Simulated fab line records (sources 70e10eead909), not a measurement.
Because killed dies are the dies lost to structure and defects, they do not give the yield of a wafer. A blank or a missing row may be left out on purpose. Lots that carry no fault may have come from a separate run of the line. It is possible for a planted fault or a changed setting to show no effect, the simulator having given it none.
Which tool is to blame? | flow nand_harc | 42 wafers sampled from 14 lots at 1 step of a route of 1302

## WHAT EACH GAUGE READ, for each wafer
NHARC_A_CHANNEL_HOLE_D1_CD_MEAS_18. Usual: cd_nm at 99 nm, with a standard deviation of 3.6.
lot  | measured     | on        | cd_nm (nm)  | flag
L602 | day 8 17:49  | cd_sem-02 | 102 100 102 |
L606 | day 10 03:25 | cd_sem-01 | 96 95 98    |
L605 | day 10 03:46 | cd_sem-01 | 100 105 104 |
L607 | day 10 20:53 | cd_sem-03 | 98 98 102   |
L608 | day 11 03:05 | cd_sem-01 | 97 96 101   |
L609 | day 11 14:02 | cd_sem-03 | 99 100 95   |
L610 | day 11 21:15 | cd_sem-03 | 106 106 98  |
L611 | day 12 02:58 | cd_sem-03 | 96 99 97    |
L614 | day 14 01:30 | cd_sem-01 | 96 103 102  |
L615 | day 14 17:56 | cd_sem-01 | 102 100 100 |
L622 | day 16 15:55 | cd_sem-01 | 98 97 98    |
L623 | day 17 10:35 | cd_sem-03 | 104 102 101 |
L624 | day 17 14:04 | cd_sem-03 | 92 98 101   |
L625 | day 17 22:36 | cd_sem-02 | 106 96 100  |

## TOOL THAT RAN EACH LOT (tool first, then ch and the chambers of the sampled wafers, then the start)
There is no process step in the record ahead of these readings.

## AS READ BY THE TOOLS THEMSELVES (means over the sampled wafers that have a number; for cases with no such wafer, the mark the record gives instead)
The record holds no such reading with a usual standard deviation.

## THE ANSWER, worked out from the rows above alone
Rule: a lot is off if the mean of its wafers that have a number lies more than 3 standard deviations from the usual mean. A lot without any number at a reading at which 4 lots or more have one is off too. The other lots that the step has rows for count as sound. After the gauges, taken in route order, come the tools' own readings; for these a lot's mean is taken, as printed above. The first step at which some lot is off is used, and at that step the reading that is off furthest; a lot without a number counts as furthest.
No lot is off at any reading shown: from this, nothing can be told.

## WHAT THE SIMULATOR HAD PUT IN
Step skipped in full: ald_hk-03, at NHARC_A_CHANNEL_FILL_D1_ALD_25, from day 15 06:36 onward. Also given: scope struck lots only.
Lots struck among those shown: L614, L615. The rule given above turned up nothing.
